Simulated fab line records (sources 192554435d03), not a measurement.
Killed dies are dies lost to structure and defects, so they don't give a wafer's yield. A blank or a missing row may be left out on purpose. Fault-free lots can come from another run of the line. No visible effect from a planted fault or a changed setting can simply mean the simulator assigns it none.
Which tool did it? + flow n5Finfet + Sampling: 10 lots, 30 wafers, 6 of 1938 route steps

WHAT THE GAUGES READ, wafer by wafer
N5_BEOL_M10_INSPECT_13: inspects for defects (brightfield). Usual: rawDefectCount 425, standard deviation 95.
| lot  | measured     | on               | rawDefectCount | flag |
|------|--------------|------------------|----------------|------|
| L166 | day 10 02:37 | defectInspect-01 | 428 444 501    |      |
| L167 | day 10 13:59 | defectInspect-01 | 538 655 395    |      |
| L169 | day 11 05:28 | defectInspect-02 | 515 364 547    |      |
| L173 | day 12 04:10 | defectInspect-02 | 396 526 925    |      |
| L175 | day 12 12:39 | defectInspect-01 | 479 377 877    |      |
| L179 | day 13 14:32 | defectInspect-01 | 350 389 287    |      |
| L182 | day 14 15:53 | defectInspect-02 | 508 439 329    |      |
| L183 | day 15 00:32 | defectInspect-01 | 410 446 299    |      |
| L186 | day 15 08:01 | defectInspect-01 | 365 459 420    |      |
| L188 | day 15 08:37 | defectInspect-02 | 406 355 468    |      |

N5_BEOL_M10_CD_MEAS_18: pitch 140 nm, target cd 70 nm. Usual: cdNm 70.0 nm, standard deviation 0.58.
| lot  | measured     | on       | cdNm (nm)      | flag |
|------|--------------|----------|----------------|------|
| L166 | day 10 03:19 | cdSem-03 | 68.8 69.1 70.2 |      |
| L167 | day 10 14:52 | cdSem-03 | 69.9 69.8 69.6 |      |
| L169 | day 11 06:38 | cdSem-01 | 70.5 70.5 71.2 |      |
| L173 | day 12 04:39 | cdSem-03 | 69.0 70.3 70.1 |      |
| L175 | day 12 13:31 | cdSem-03 | 70.0 69.1 69.7 |      |
| L179 | day 13 15:52 | cdSem-02 | 69.7 70.4 69.0 |      |
| L182 | day 14 16:23 | cdSem-01 | 69.1 69.0 69.8 |      |
| L183 | day 15 01:24 | cdSem-02 | 69.9 70.3 70.4 |      |
| L186 | day 15 08:32 | cdSem-01 | 70.1 70.1 70.6 |      |
| L188 | day 15 09:07 | cdSem-01 | 68.9 70.1 70.1 |      |

N5_BEOL_M10_INSPECT_30: inspects for defects (brightfield). Usual: rawDefectCount 424, standard deviation 97.
| lot  | measured     | on               | rawDefectCount | flag |
|------|--------------|------------------|----------------|------|
| L166 | day 10 03:49 | defectInspect-01 | 419 452 484    |      |
| L167 | day 10 15:20 | defectInspect-02 | 542 671 390    |      |
| L169 | day 11 07:36 | defectInspect-01 | 566 395 557    |      |
| L173 | day 12 06:53 | defectInspect-02 | 391 544 924    |      |
| L175 | day 12 14:18 | defectInspect-02 | 447 351 842    |      |
| L179 | day 13 16:32 | defectInspect-02 | 340 410 266    |      |
| L182 | day 14 17:49 | defectInspect-02 | 515 447 339    |      |
| L183 | day 15 02:47 | defectInspect-01 | 367 471 332    |      |
| L186 | day 15 10:23 | defectInspect-02 | 374 424 391    |      |
| L188 | day 15 10:35 | defectInspect-01 | 446 379 482    |      |

WHAT TOOL EACH LOT RAN ON (gives the tool, then ch and the chambers of the sampled wafers, and finally the start)
| lot  | N5_BEOL_M10_ILD_DEP_00          | N5_BEOL_M10_PECVD_70            | N5_BEOL_M10_ETCH_62               |
|------|---------------------------------|---------------------------------|-----------------------------------|
| L166 | pecvd-03 ch 0,1, day 9 23:38    | pecvd-02 ch 0,1, day 10 00:18   | rieDiel-04 ch 0,1,3, day 10 02:57 |
| L167 | pecvd-03 ch 0,1, day 10 12:08   | pecvd-02 ch 0,1,2, day 10 12:47 | rieDiel-05 ch 0,2, day 10 14:28   |
| L169 | pecvd-03 ch 0,1,2, day 11 02:55 | pecvd-03 ch 1,2, day 11 04:01   | rieDiel-04 ch 2,3, day 11 06:06   |
| L173 | pecvd-03 ch 0,1,2, day 12 00:40 | pecvd-02 ch 0,1,2, day 12 01:17 | rieDiel-05 ch 0,1,2, day 12 04:17 |
| L175 | pecvd-03 ch 0,1,2, day 12 10:10 | pecvd-01 ch 0,1,2, day 12 10:47 | rieDiel-05 ch 1,2,3, day 12 13:03 |
| L179 | pecvd-02 ch 0,1, day 13 12:54   | pecvd-02 ch 0,1,2, day 13 13:32 | rieDiel-05 ch 0,2,3, day 13 15:26 |
| L182 | pecvd-01 ch 0,1,2, day 14 13:40 | pecvd-01 ch 0,1, day 14 14:17   | rieDiel-05 ch 1,2,3, day 14 16:00 |
| L183 | pecvd-03 ch 0,1,2, day 14 21:46 | pecvd-03 ch 0,1,2, day 14 22:24 | rieDiel-05 ch 0,1,3, day 15 01:00 |
| L186 | pecvd-03 ch 0,1,2, day 15 05:30 | pecvd-03 ch 0,1, day 15 06:08   | rieDiel-04 ch 0,2, day 15 08:08   |
| L188 | pecvd-03 ch 0,2, day 15 06:41   | pecvd-03 ch 0,1,2, day 15 07:20 | rieDiel-05 ch 0,2,3, day 15 08:44 |
- N5_BEOL_M10_ILD_DEP_00: deposits SiCOH lowk from DEMS/porogen, target thk 308.51 nm, time 58 s.
- N5_BEOL_M10_PECVD_70: deposits SiO2 from TEOS/O2, target thk 20 nm, time 22.7 s.
- N5_BEOL_M10_ETCH_62: etches SOC in N2/H2, target depth 110 nm, overetch 22 nm, time 165 s.

WHAT THE TOOLS THEMSELVES READ (means of the sampled wafers that have a number; where no wafer has one, the mark that the record gives instead)
N5_BEOL_M10_ILD_DEP_00. Usual: chamberPressureTorr 5.000 Torr, standard deviation 0.011; heaterPowerW 288 W, standard deviation 29; showerheadPlenumPTorr 5.737 Torr, standard deviation 0.016; throttleValvePct 14.0 %, standard deviation 0.9.
| lot  | tool     | chamberPressureTorr (Torr) | heaterPowerW (W) | showerheadPlenumPTorr (Torr) | throttleValvePct (%) | flag |
|------|----------|----------------------------|------------------|------------------------------|----------------------|------|
| L166 | pecvd-03 | 4.999                      | 309              | 5.734                        | 13.4                 |      |
| L167 | pecvd-03 | 4.995                      | 312              | 5.753                        | 13.4                 |      |
| L169 | pecvd-03 | 4.998                      | 296              | 5.739                        | 13.1                 |      |
| L173 | pecvd-03 | 5.004                      | 302              | 5.741                        | 12.9                 |      |
| L175 | pecvd-03 | 5.015                      | 315              | 5.741                        | 13.1                 |      |
| L179 | pecvd-02 | 4.994                      | 271              | 5.730                        | 15.1                 |      |
| L182 | pecvd-01 | 5.003                      | 295              | 5.742                        | 14.4                 |      |
| L183 | pecvd-03 | 4.997                      | 293              | 5.733                        | 13.0                 |      |
| L186 | pecvd-03 | 5.001                      | 303              | 5.729                        | 13.2                 |      |
| L188 | pecvd-03 | 4.997                      | 311              | 5.725                        | 12.6                 |      |

N5_BEOL_M10_PECVD_70. Usual: chamberPressureTorr 5.500 Torr, standard deviation 0.013; heaterPowerW 674 W, standard deviation 55; showerheadPlenumPTorr 8.77 Torr, standard deviation 0.061; throttleValvePct 22.7 %, standard deviation 1.5.
| lot  | tool     | chamberPressureTorr (Torr) | heaterPowerW (W) | showerheadPlenumPTorr (Torr) | throttleValvePct (%) | flag |
|------|----------|----------------------------|------------------|------------------------------|----------------------|------|
| L166 | pecvd-02 | 5.481                      | 596              | 8.74                         | 24.0                 |      |
| L167 | pecvd-02 | 5.496                      | 668              | 8.73                         | 23.8                 |      |
| L169 | pecvd-03 | 5.506                      | 750              | 8.70                         | 20.4                 |      |
| L173 | pecvd-02 | 5.491                      | 646              | 8.74                         | 23.7                 |      |
| L175 | pecvd-01 | 5.509                      | 675              | 8.81                         | 23.1                 |      |
| L179 | pecvd-02 | 5.497                      | 608              | 8.74                         | 24.0                 |      |
| L182 | pecvd-01 | 5.512                      | 667              | 8.81                         | 23.3                 |      |
| L183 | pecvd-03 | 5.510                      | 715              | 8.77                         | 21.1                 |      |
| L186 | pecvd-03 | 5.497                      | 721              | 8.81                         | 22.1                 |      |
| L188 | pecvd-03 | 5.499                      | 704              | 8.77                         | 21.2                 |      |

N5_BEOL_M10_ETCH_62. Usual: drypumpMotorCurrentA 5.9 A, standard deviation 0.34; h2FlowSccm 200.0 sccm, standard deviation 0.57; oesProductAu 0.67 a.u., standard deviation 0.072; rfVppV 524.3 V, standard deviation 2.4; showerheadPlenumPTorr 2.56 Torr, standard deviation 0.076; throttleValvePct 17.85 %, standard deviation 0.3.
| lot  | tool       | drypumpMotorCurrentA (A) | h2FlowSccm (sccm) | oesProductAu (a.u.) | rfVppV (V) | showerheadPlenumPTorr (Torr) | throttleValvePct (%) | flag |
|------|------------|--------------------------|-------------------|---------------------|------------|------------------------------|----------------------|------|
| L166 | rieDiel-04 | 6.4                      | 200.3             | 0.68                | 524.3      | 2.58                         | 17.92                |      |
| L167 | rieDiel-05 | 5.6                      | 199.4             | 0.70                | 525.0      | 2.61                         | 17.63                |      |
| L169 | rieDiel-04 | 6.2                      | 199.3             | 0.62                | 523.3      | 2.53                         | 18.22                |      |
| L173 | rieDiel-05 | 5.5                      | 199.4             | 0.65                | 526.0      | 2.62                         | 17.73                |      |
| L175 | rieDiel-05 | 5.6                      | 200.3             | 0.65                | 524.0      | 2.55                         | 17.81                |      |
| L179 | rieDiel-05 | 5.7                      | 200.6             | 0.67                | 524.7      | 2.56                         | 17.64                |      |
| L182 | rieDiel-05 | 5.6                      | 200.1             | 0.63                | 523.6      | 2.54                         | 17.84                |      |
| L183 | rieDiel-05 | 5.7                      | 199.5             | 0.64                | 525.4      | 2.58                         | 17.76                |      |
| L186 | rieDiel-04 | 6.2                      | 199.4             | 0.66                | 523.6      | 2.55                         | 18.17                |      |
| L188 | rieDiel-05 | 5.6                      | 200.4             | 0.67                | 524.6      | 2.55                         | 17.67                |      |

THE ANSWER, worked out from the rows above alone
Rule: take the mean of a lot's wafers that have a number; if it is more than 3 standard deviations from the usual mean, the lot is off. Also off: a lot with no number at a reading for which 4 or more lots have one. The other lots that the step has rows for count as sound. The gauges are gone through in route order, then the tools' own readings, and for those a lot's mean is taken as printed above. At the first step where some lot is off, the reading lying furthest off is the one used; lots without a number count as furthest.
Nothing can be told from this: no lot is off at any reading shown.

WHAT THE SIMULATOR HAD PUT IN
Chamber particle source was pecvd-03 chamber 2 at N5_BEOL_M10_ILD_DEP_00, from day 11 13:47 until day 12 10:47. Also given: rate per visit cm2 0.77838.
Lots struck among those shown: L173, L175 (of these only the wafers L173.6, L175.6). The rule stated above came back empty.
